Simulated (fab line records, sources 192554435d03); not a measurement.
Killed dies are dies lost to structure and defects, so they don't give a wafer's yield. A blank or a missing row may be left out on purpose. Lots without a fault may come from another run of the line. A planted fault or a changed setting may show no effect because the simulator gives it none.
A struck lot beside a sound one | flow n5_finfet | 18 steps out of a route of 1938
Sound: wafers L584.1, L584.2, L584.4. Struck: wafers L589.1, L589.3, L589.4. The cause comes at the end.
At each step with rows: each side's tool, then ch and its chambers, then its first start. Under that, the readings that differ: sound wafers | struck wafers | difference of the means | sigmas: that difference in standard deviations of wafers without a fault.
alike: readings whose means differ by less than 2 such deviations, and words and numbers that are the same on both sides. not compared: withheld readings, readings that some wafer has no value for, bounds like >300 that may hide the same value, and numbers for which the record gives no deviation and whose values overlap.
The two part at a step that has a row with sigmas, a row that says differs or no value, or rows on one side only. Numbers that don't overlap but have no deviation are shown without sigmas and don't part them. A reading that every wafer of one side lacks parts them only if that side has two wafers or more.

N5_BEOL_M11_THK_MEAS_53: measures by xrf.
  sound on film_metro-01, day 13 10:02; struck on film_metro-01, day 15 04:32
  alike: M11_THK
then, 1 step without rows for these wafers: N5_BEOL_M11_PRE_CLEAN_55 (time 15 s).
N5_BEOL_M11_DEP_56: deposits SiCN from 3MS/NH3, target thk 30 nm, time 10.5 s.
  sound on pecvd-03 ch 0,2, day 13 10:06; struck on pecvd-01 ch 1,2, day 15 04:35
  alike: showerhead_plenum_p_Torr, throttle_valve_pct
N5_BEOL_M11_RS_MEAS_57: measures by four-point-probe.
  sound on film_metro-01, day 13 10:10; struck on film_metro-01, day 15 04:40
  alike: M11_RS
N5_BEOL_M11_INSPECT_58: inspects for defects (darkfield).
  sound on defect_inspect-01, day 13 10:11; struck on defect_inspect-01, day 15 04:41
  alike: raw_defect_count
N5_BEOL_M12_ILD_DEP_00: deposits SiOC from DEMS/O2, target thk 658.92 nm, time 130.7 s.
  sound on pecvd-02 ch 0,1,2, day 13 10:14; struck on pecvd-02 ch 0,1,2, day 15 04:43
  alike: heater_power_w, showerhead_plenum_p_Torr, susceptor_temp_C, throttle_valve_pct
N5_BEOL_M12_THK_MEAS_01:
  sound on film_metro-02, day 13 10:22; struck on film_metro-01, day 15 04:51
  alike: M12_ILD_THK
then, 5 steps without rows for these wafers: N5_BEOL_M12_COAT_58 (time 60 s, resist thk 89 nm); N5_BEOL_M12_COAT_04 (resist thk 400 nm); N5_BEOL_M12_EBR_06; N5_BEOL_M12_SOFTBAKE_05 (time 60 s); N5_BEOL_M12_EXPOSE_07 (exposes mask V11).
N5_BEOL_M12_PEB_08: peb time 90 s.
  sound on litho_track-01 ch 0, day 13 10:40; struck on litho_track-01 ch 0, day 15 05:02
  reading                  | sound                | struck               | difference | sigmas
  heater_power_total_W (W) | 172.2 172.7 173.8    | 170.0 169.3 168.0    | -3.8       | -5
  plate_temp_C (C)         | 130.12 130.14 129.98 | 127.87 127.94 127.94 | -2.16      | -15
then, 2 steps without rows for these wafers: N5_BEOL_M12_DEVELOP_09 (develop time 45 s); N5_BEOL_M12_HARDBAKE_14 (time 120 s).
N5_BEOL_M12_CD_MEAS_10: target cd 140 nm.
  sound on cd_sem-03 ch 0, day 13 10:47; struck on cd_sem-02 ch 0, day 15 05:09
  reading    | sound             | struck            | difference | sigmas
  cd_nm (nm) | 141.3 140.8 138.7 | 133.3 134.8 135.5 | -5.7       | -3
N5_BEOL_M12_OVL_MEAS_11:
  sound on overlay-02 ch 0, day 13 10:49; struck on overlay-02 ch 0, day 15 05:11
  alike: V11_OVL
N5_PASSIVATION_PROBE_49:
  the record has rows for the struck wafers here (prober-01, day 16 20:15) and none for the sound ones

WHERE THEY PART
First at N5_BEOL_M12_PEB_08; last, within this record, at N5_PASSIVATION_PROBE_49.

WHY: what the simulator had put in
Process parameter drift: litho_track-01, from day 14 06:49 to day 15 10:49, at N5_BEOL_M12_PEB_08. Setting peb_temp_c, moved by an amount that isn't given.
